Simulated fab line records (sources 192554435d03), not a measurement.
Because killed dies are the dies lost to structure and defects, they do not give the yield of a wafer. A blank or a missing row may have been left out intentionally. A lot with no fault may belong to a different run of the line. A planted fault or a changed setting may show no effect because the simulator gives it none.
What tool caused it? || flow n5-finfet || 69 wafers from 23 lots sampled at 3 of the route's 1938 steps

== WHAT EACH GAUGE READ, for each wafer ==
N5_BEOL_M8_OVL_MEAS_12. Usual: M8_OVL gives 0.1 nm (standard deviation 0.69).
{"lot": "L074", "measured": "day 9 18:35", "on": "overlay-01", "M8_OVL (nm)": "-1.5 -1.0 -1.2", "flag": ""}
{"lot": "L075", "measured": "day 9 21:58", "on": "overlay-01", "M8_OVL (nm)": "-1.0 0.2 0.2", "flag": ""}
{"lot": "L077", "measured": "day 11 22:47", "on": "overlay-02", "M8_OVL (nm)": "0.5 -0.1 -0.3", "flag": ""}
{"lot": "L078", "measured": "day 11 23:53", "on": "overlay-01", "M8_OVL (nm)": "0.5 -0.1 -0.4", "flag": ""}
{"lot": "L076", "measured": "day 12 08:09", "on": "overlay-02", "M8_OVL (nm)": "0.7 0.0 0.4", "flag": ""}
{"lot": "L083", "measured": "day 12 11:30", "on": "overlay-01", "M8_OVL (nm)": "0.5 1.2 1.5", "flag": ""}
{"lot": "L080", "measured": "day 12 20:21", "on": "overlay-01", "M8_OVL (nm)": "-0.4 -1.3 -0.9", "flag": ""}
{"lot": "L079", "measured": "day 13 06:30", "on": "overlay-01", "M8_OVL (nm)": "0.2 1.0 1.1", "flag": ""}
{"lot": "L082", "measured": "day 13 06:52", "on": "overlay-01", "M8_OVL (nm)": "-0.3 -0.8 -1.6", "flag": ""}
{"lot": "L084", "measured": "day 13 16:13", "on": "overlay-02", "M8_OVL (nm)": "-0.3 0.3 1.3", "flag": ""}
{"lot": "L086", "measured": "day 14 00:05", "on": "overlay-01", "M8_OVL (nm)": "0.6 0.7 0.1", "flag": ""}
{"lot": "L085", "measured": "day 14 00:25", "on": "overlay-02", "M8_OVL (nm)": "0.4 0.4 0.3", "flag": ""}
{"lot": "L087", "measured": "day 14 04:59", "on": "overlay-02", "M8_OVL (nm)": "-0.4 -0.5 0.1", "flag": ""}
{"lot": "L088", "measured": "day 14 05:33", "on": "overlay-02", "M8_OVL (nm)": "-0.9 0.0 0.1", "flag": ""}
{"lot": "L091", "measured": "day 14 19:25", "on": "overlay-01", "M8_OVL (nm)": "0.0 0.2 -0.1", "flag": ""}
{"lot": "L089", "measured": "day 15 04:21", "on": "overlay-02", "M8_OVL (nm)": "-0.6 -0.3 0.7", "flag": ""}
{"lot": "L093", "measured": "day 15 12:24", "on": "overlay-02", "M8_OVL (nm)": "0.1 0.2 0.2", "flag": ""}
{"lot": "L090", "measured": "day 15 16:16", "on": "overlay-02", "M8_OVL (nm)": "-0.4 0.2 0.3", "flag": ""}
{"lot": "L094", "measured": "day 16 01:35", "on": "overlay-02", "M8_OVL (nm)": "-0.1 -0.3 0.4", "flag": ""}
{"lot": "L092", "measured": "day 16 01:52", "on": "overlay-02", "M8_OVL (nm)": "0.8 1.2 0.2", "flag": ""}
{"lot": "L095", "measured": "day 16 06:06", "on": "overlay-02", "M8_OVL (nm)": "0.7 1.3 0.8", "flag": ""}
{"lot": "L096", "measured": "day 16 19:10", "on": "overlay-01", "M8_OVL (nm)": "-0.5 0.0 -0.8", "flag": ""}
{"lot": "L097", "measured": "day 16 23:34", "on": "overlay-01", "M8_OVL (nm)": "-1.2 -1.3 -1.2", "flag": ""}

N5_BEOL_M8_INSPECT_13: inspects for defects (brightfield). Usual: raw-defect-count at 470, with a standard deviation of 120.
{"lot": "L074", "measured": "day 9 18:36", "on": "defect-inspect-02", "raw-defect-count": "364 417 330", "flag": ""}
{"lot": "L075", "measured": "day 9 21:59", "on": "defect-inspect-01", "raw-defect-count": "384 317 369", "flag": ""}
{"lot": "L077", "measured": "day 11 22:49", "on": "defect-inspect-02", "raw-defect-count": "485 465 408", "flag": ""}
{"lot": "L078", "measured": "day 11 23:55", "on": "defect-inspect-02", "raw-defect-count": "334 482 443", "flag": ""}
{"lot": "L076", "measured": "day 12 08:10", "on": "defect-inspect-02", "raw-defect-count": "805 468 526", "flag": ""}
{"lot": "L083", "measured": "day 12 11:31", "on": "defect-inspect-02", "raw-defect-count": "464 563 516", "flag": ""}
{"lot": "L080", "measured": "day 12 20:22", "on": "defect-inspect-02", "raw-defect-count": "655 574 584", "flag": ""}
{"lot": "L079", "measured": "day 13 06:31", "on": "defect-inspect-02", "raw-defect-count": "439 499 411", "flag": ""}
{"lot": "L082", "measured": "day 13 06:54", "on": "defect-inspect-01", "raw-defect-count": "382 671 566", "flag": ""}
{"lot": "L084", "measured": "day 13 16:15", "on": "defect-inspect-01", "raw-defect-count": "554 368 399", "flag": ""}
{"lot": "L086", "measured": "day 14 00:07", "on": "defect-inspect-01", "raw-defect-count": "551 533 474", "flag": ""}
{"lot": "L085", "measured": "day 14 00:26", "on": "defect-inspect-02", "raw-defect-count": "621 338 369", "flag": ""}
{"lot": "L087", "measured": "day 14 05:01", "on": "defect-inspect-02", "raw-defect-count": "275 332 443", "flag": ""}
{"lot": "L088", "measured": "day 14 05:34", "on": "defect-inspect-02", "raw-defect-count": "453 541 592", "flag": ""}
{"lot": "L091", "measured": "day 14 19:26", "on": "defect-inspect-01", "raw-defect-count": "551 583 480", "flag": ""}
{"lot": "L089", "measured": "day 15 04:22", "on": "defect-inspect-01", "raw-defect-count": "545 519 479", "flag": ""}
{"lot": "L093", "measured": "day 15 12:25", "on": "defect-inspect-02", "raw-defect-count": "541 674 495", "flag": ""}
{"lot": "L090", "measured": "day 15 16:17", "on": "defect-inspect-02", "raw-defect-count": "453 464 510", "flag": ""}
{"lot": "L094", "measured": "day 16 01:37", "on": "defect-inspect-02", "raw-defect-count": "425 368 594", "flag": ""}
{"lot": "L092", "measured": "day 16 01:53", "on": "defect-inspect-01", "raw-defect-count": "518 292 519", "flag": ""}
{"lot": "L095", "measured": "day 16 06:08", "on": "defect-inspect-01", "raw-defect-count": "338 546 342", "flag": ""}
{"lot": "L096", "measured": "day 16 19:11", "on": "defect-inspect-01", "raw-defect-count": "500 468 389", "flag": ""}
{"lot": "L097", "measured": "day 16 23:35", "on": "defect-inspect-01", "raw-defect-count": "411 348 363", "flag": ""}

== EACH LOT AND THE TOOL THAT RAN IT (in order: tool; ch and the chambers of the sampled wafers; start) ==
{"lot": "L074", "N5_BEOL_M7_SPUTTER_48": "pvd-sputter-03, day 9 13:35"}
{"lot": "L075", "N5_BEOL_M7_SPUTTER_48": "pvd-sputter-01, day 9 19:29"}
{"lot": "L077", "N5_BEOL_M7_SPUTTER_48": "pvd-sputter-03, day 11 18:23"}
{"lot": "L078", "N5_BEOL_M7_SPUTTER_48": "pvd-sputter-02, day 11 21:14"}
{"lot": "L076", "N5_BEOL_M7_SPUTTER_48": "pvd-sputter-02, day 12 04:07"}
{"lot": "L083", "N5_BEOL_M7_SPUTTER_48": "pvd-sputter-02, day 12 07:19"}
{"lot": "L080", "N5_BEOL_M7_SPUTTER_48": "pvd-sputter-01, day 12 16:21"}
{"lot": "L079", "N5_BEOL_M7_SPUTTER_48": "pvd-sputter-03, day 13 00:45"}
{"lot": "L082", "N5_BEOL_M7_SPUTTER_48": "pvd-sputter-01, day 13 01:25"}
{"lot": "L084", "N5_BEOL_M7_SPUTTER_48": "pvd-sputter-03, day 13 13:01"}
{"lot": "L086", "N5_BEOL_M7_SPUTTER_48": "pvd-sputter-01, day 13 20:22"}
{"lot": "L085", "N5_BEOL_M7_SPUTTER_48": "pvd-sputter-01, day 13 20:27"}
{"lot": "L087", "N5_BEOL_M7_SPUTTER_48": "pvd-sputter-02, day 14 01:00"}
{"lot": "L088", "N5_BEOL_M7_SPUTTER_48": "pvd-sputter-03, day 14 01:42"}
{"lot": "L091", "N5_BEOL_M7_SPUTTER_48": "pvd-sputter-01, day 14 16:43"}
{"lot": "L089", "N5_BEOL_M7_SPUTTER_48": "pvd-sputter-01, day 15 01:11"}
{"lot": "L093", "N5_BEOL_M7_SPUTTER_48": "pvd-sputter-03, day 15 09:14"}
{"lot": "L090", "N5_BEOL_M7_SPUTTER_48": "pvd-sputter-02, day 15 12:01"}
{"lot": "L094", "N5_BEOL_M7_SPUTTER_48": "pvd-sputter-02, day 15 20:01"}
{"lot": "L092", "N5_BEOL_M7_SPUTTER_48": "pvd-sputter-03, day 15 22:00"}
{"lot": "L095", "N5_BEOL_M7_SPUTTER_48": "pvd-sputter-03, day 16 02:41"}
{"lot": "L096", "N5_BEOL_M7_SPUTTER_48": "pvd-sputter-02, day 16 16:10"}
{"lot": "L097", "N5_BEOL_M7_SPUTTER_48": "pvd-sputter-02, day 16 20:48"}
- N5_BEOL_M7_SPUTTER_48: material Cu, target thk 10 nm, time 1.667 s.

== WHAT THE TOOLS THEMSELVES READ (means of the sampled wafers that have a number; where no wafer has one, the mark that the record gives instead) ==
N5_BEOL_M7_SPUTTER_48. Usual: bias-v 59.9 V, standard deviation 0.51; chamber-pressure-pa 0.13001 Pa, standard deviation 0.00026; chuck-sensor-temp-C -16.0 C, standard deviation 0.62; throttle-valve-pct 30.1 %, standard deviation 1.4.
{"lot": "L074", "tool": "pvd-sputter-03", "bias-v (V)": 59.8, "chamber-pressure-pa (Pa)": 0.13009, "chuck-sensor-temp-C (C)": -16.1, "throttle-valve-pct (%)": 28.4, "flag": ""}
{"lot": "L075", "tool": "pvd-sputter-01", "bias-v (V)": 60.2, "chamber-pressure-pa (Pa)": 0.12990, "chuck-sensor-temp-C (C)": -16.2, "throttle-valve-pct (%)": 30.8, "flag": ""}
{"lot": "L077", "tool": "pvd-sputter-03", "bias-v (V)": 59.8, "chamber-pressure-pa (Pa)": 0.13006, "chuck-sensor-temp-C (C)": -16.1, "throttle-valve-pct (%)": 28.2, "flag": ""}
{"lot": "L078", "tool": "pvd-sputter-02", "bias-v (V)": 60.3, "chamber-pressure-pa (Pa)": 0.13011, "chuck-sensor-temp-C (C)": -16.0, "throttle-valve-pct (%)": 31.0, "flag": ""}
{"lot": "L076", "tool": "pvd-sputter-02", "bias-v (V)": 59.9, "chamber-pressure-pa (Pa)": 0.13007, "chuck-sensor-temp-C (C)": -16.3, "throttle-valve-pct (%)": 30.1, "flag": ""}
{"lot": "L083", "tool": "pvd-sputter-02", "bias-v (V)": 59.9, "chamber-pressure-pa (Pa)": 0.13016, "chuck-sensor-temp-C (C)": -16.3, "throttle-valve-pct (%)": 30.0, "flag": ""}
{"lot": "L080", "tool": "pvd-sputter-01", "bias-v (V)": 59.6, "chamber-pressure-pa (Pa)": 0.13023, "chuck-sensor-temp-C (C)": -16.5, "throttle-valve-pct (%)": 30.6, "flag": ""}
{"lot": "L079", "tool": "pvd-sputter-03", "bias-v (V)": 60.4, "chamber-pressure-pa (Pa)": 0.13005, "chuck-sensor-temp-C (C)": -15.9, "throttle-valve-pct (%)": 29.3, "flag": ""}
{"lot": "L082", "tool": "pvd-sputter-01", "bias-v (V)": 60.5, "chamber-pressure-pa (Pa)": 0.13011, "chuck-sensor-temp-C (C)": -16.8, "throttle-valve-pct (%)": 31.3, "flag": ""}
{"lot": "L084", "tool": "pvd-sputter-03", "bias-v (V)": 60.1, "chamber-pressure-pa (Pa)": 0.12996, "chuck-sensor-temp-C (C)": -15.9, "throttle-valve-pct (%)": 29.3, "flag": ""}
{"lot": "L086", "tool": "pvd-sputter-01", "bias-v (V)": 59.5, "chamber-pressure-pa (Pa)": 0.13006, "chuck-sensor-temp-C (C)": -16.5, "throttle-valve-pct (%)": 31.5, "flag": ""}
{"lot": "L085", "tool": "pvd-sputter-01", "bias-v (V)": 60.2, "chamber-pressure-pa (Pa)": 0.12990, "chuck-sensor-temp-C (C)": -16.3, "throttle-valve-pct (%)": 31.6, "flag": ""}
{"lot": "L087", "tool": "pvd-sputter-02", "bias-v (V)": 59.7, "chamber-pressure-pa (Pa)": 0.13022, "chuck-sensor-temp-C (C)": -15.5, "throttle-valve-pct (%)": 30.5, "flag": ""}
{"lot": "L088", "tool": "pvd-sputter-03", "bias-v (V)": 59.9, "chamber-pressure-pa (Pa)": 0.13012, "chuck-sensor-temp-C (C)": -15.8, "throttle-valve-pct (%)": 28.5, "flag": ""}
{"lot": "L091", "tool": "pvd-sputter-01", "bias-v (V)": 60.2, "chamber-pressure-pa (Pa)": 0.13032, "chuck-sensor-temp-C (C)": -16.7, "throttle-valve-pct (%)": 31.5, "flag": ""}
{"lot": "L089", "tool": "pvd-sputter-01", "bias-v (V)": 60.2, "chamber-pressure-pa (Pa)": 0.13000, "chuck-sensor-temp-C (C)": -16.2, "throttle-valve-pct (%)": 29.9, "flag": ""}
{"lot": "L093", "tool": "pvd-sputter-03", "bias-v (V)": 60.0, "chamber-pressure-pa (Pa)": 0.12997, "chuck-sensor-temp-C (C)": -15.6, "throttle-valve-pct (%)": 28.9, "flag": ""}
{"lot": "L090", "tool": "pvd-sputter-02", "bias-v (V)": 59.8, "chamber-pressure-pa (Pa)": 0.13006, "chuck-sensor-temp-C (C)": -16.2, "throttle-valve-pct (%)": 30.2, "flag": ""}
{"lot": "L094", "tool": "pvd-sputter-02", "bias-v (V)": 60.1, "chamber-pressure-pa (Pa)": 0.13002, "chuck-sensor-temp-C (C)": -15.5, "throttle-valve-pct (%)": 31.5, "flag": ""}
{"lot": "L092", "tool": "pvd-sputter-03", "bias-v (V)": 59.7, "chamber-pressure-pa (Pa)": 0.12982, "chuck-sensor-temp-C (C)": -16.0, "throttle-valve-pct (%)": 29.3, "flag": ""}
{"lot": "L095", "tool": "pvd-sputter-03", "bias-v (V)": 59.8, "chamber-pressure-pa (Pa)": 0.13010, "chuck-sensor-temp-C (C)": -16.0, "throttle-valve-pct (%)": 28.2, "flag": ""}
{"lot": "L096", "tool": "pvd-sputter-02", "bias-v (V)": 59.3, "chamber-pressure-pa (Pa)": 0.12969, "chuck-sensor-temp-C (C)": -16.0, "throttle-valve-pct (%)": 30.2, "flag": ""}
{"lot": "L097", "tool": "pvd-sputter-02", "bias-v (V)": 59.7, "chamber-pressure-pa (Pa)": 0.12968, "chuck-sensor-temp-C (C)": -16.3, "throttle-valve-pct (%)": 31.0, "flag": ""}

== THE ANSWER, worked out from the rows above alone ==
Rule: a lot is off if the mean of its wafers that have a number lies more than 3 standard deviations from the usual mean. Also off: a lot with no number at a reading for which 4 or more lots have one. Any other lot the step has rows for is counted as sound. The gauges are gone through in route order, then the tools' own readings, and for those a lot's mean is taken as printed above. The first step at which some lot is off is used, and at that step the reading that is off furthest; a lot without a number counts as furthest.
Nothing can be told from this: no lot is off at any reading shown.

== WHAT THE SIMULATOR PUT IN ==
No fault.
